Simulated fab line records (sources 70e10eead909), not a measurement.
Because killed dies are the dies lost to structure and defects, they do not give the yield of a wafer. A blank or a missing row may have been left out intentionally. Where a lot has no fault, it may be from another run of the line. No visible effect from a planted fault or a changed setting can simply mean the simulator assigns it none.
A lot that was struck, set against a sound lot + flow nand harc + 13 steps out of a route of 1302
Sound: the wafers L558.1, L558.4, L558.5. Wafers struck: L549.2, L549.4, L549.5. At the end, the cause is stated.
For every step that has rows: the tool of each side, followed by ch and its chambers, followed by its first start. Under that, the readings that differ: sound wafers + struck wafers + difference of the means + sigmas: that difference in standard deviations of wafers without a fault.
alike: words and numbers the same on both sides, and readings whose means are apart by under 2 such deviations; not compared: readings that were withheld, readings missing a value for some wafer, numbers with overlapping values and no deviation given by the record, and bounds like >300 which may hide the same value.
The two part at a step that has a row with sigmas, a row that says differs or no value, or rows on one side only. When numbers do not overlap yet have no deviation, they are printed without sigmas and do not part them. A reading that every wafer of one side lacks parts them only if that side has two wafers or more.

NHARC_A_STAIRCASE_CMP_472: polishes SiO2.
  sound on cmp-01 ch 0,3, day 27 12:23; struck on cmp-04 ch 1,3, day 23 18:41
  alike: motor current A
then, 1 step without rows for these wafers: NHARC_A_STAIRCASE_SRD_474.
NHARC_A_STAIRCASE_INSPECT_155:
  sound: defect inspect-01 at day 27 12:44; struck: defect inspect-02 at day 23 19:01
  alike: raw defect count
NHARC_A_SGD_CUT_DEP_00: deposits SiNx, target thk 50 nm.
  sound on pecvd-03 ch 0,1, day 27 12:52; struck on pecvd-04 ch 0,2, day 23 19:08
  alike: heater power w, rf fwd power W
then, 7 steps without rows for these wafers: NHARC_A_SGD_CUT_DEHYDRATE_01 (time 120 s); NHARC_A_SGD_CUT_HMDS_02 (time 30 s); NHARC_A_SGD_CUT_COAT_56 (time 75 s); NHARC_A_SGD_CUT_COAT_57 (time 65 s); NHARC_A_SGD_CUT_COAT_03 (resist thk 90 nm); NHARC_A_SGD_CUT_SOFTBAKE_04 (time 55 s); NHARC_A_SGD_CUT_EBR_05.
NHARC_A_SGD_CUT_EXPOSE_06: exposes mask SGD.
  sound on arfi scanner-01 ch 0, day 27 13:23; struck on arfi scanner-02, day 23 19:40
  no value came back on the struck wafers for exposure dose mJ cm2, focus offset nm (nm), stage vel mm s (mm/s); on the sound wafers exposure dose mJ cm2 reads 85.40 85.48 85.52
  alike: mask
then, 1 step without rows for these wafers: NHARC_A_SGD_CUT_PEB_07 (peb time 65 s).

## WHERE THEY PART
At NHARC_A_SGD_CUT_EXPOSE_06 and nowhere else, as far as this record goes.

WHY: what the simulator had put in
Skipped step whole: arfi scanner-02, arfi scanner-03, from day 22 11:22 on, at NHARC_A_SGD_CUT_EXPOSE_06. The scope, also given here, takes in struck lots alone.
